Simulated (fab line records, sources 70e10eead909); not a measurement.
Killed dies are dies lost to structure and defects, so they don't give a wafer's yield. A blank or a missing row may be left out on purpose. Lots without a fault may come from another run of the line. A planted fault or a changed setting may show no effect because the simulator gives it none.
Chamber matching | flow nand_harc | NHARC_A_STAIRCASE_ETCH_313 on rie_diel-04: 4 sister chambers
The step etches the open film in CF4/CHF3. 8 wafers are shown with their chamber, then 8 later ones without.

WAFERS WITH THEIR CHAMBER
wafer  | chamber | showerhead_plenum_p_Torr (Torr) | drypump_motor_current_A (A)
L075.5 | 2       | 1.48                            | 5.6
L076.4 | 2       | 1.48                            | 5.6
L084.6 | 3       | 1.58                            | 6.2
L088.1 | 3       | 1.58                            | 6.1
L092.1 | 1       | 1.55                            | 6.0
L092.3 | 0       | 1.69                            | 6.1
L092.6 | 0       | 1.69                            | 6.2
L093.3 | 1       | 1.54                            | 5.9

WAFERS WITHOUT THEIR CHAMBER
wafer  | showerhead_plenum_p_Torr (Torr) | drypump_motor_current_A (A)
L093.4 | 1.47                            | 5.6
L093.5 | 1.54                            | 5.9
L095.2 | 1.68                            | 6.2
L095.3 | 1.46                            | 5.6
L095.5 | 1.54                            | 5.9
L097.3 | 1.68                            | 6.2
L097.4 | 1.57                            | 6.1
L097.6 | 1.46                            | 5.6

WHICH CHAMBER EACH WENT THROUGH
wafer  | from the rows above | in truth
L093.4 | 2                   | 2
L093.5 | 1                   | 1
L095.2 | 0                   | 0
L095.3 | 2                   | 2
L095.5 | 1                   | 1
L097.3 | 0                   | 0
L097.4 | 3                   | 3
L097.6 | 2                   | 2
Placed correctly: 8 of 8. Can't be placed from these rows: 0. Placed wrongly: 0.
How it was worked out, from the rows above alone: a wafer's distance from a chamber is the root of the sum, over the readings, of the square of ((its reading less the chamber's mean) divided by the reading's scatter). The wafer belongs to the nearest chamber; if the next one is less than 2 further off, it can't be placed. A chamber's mean is the mean of its shown wafers. The scatter: the root of (the sum of the squares of (reading less its chamber's mean) over the shown wafers, divided by (wafers less chambers)).
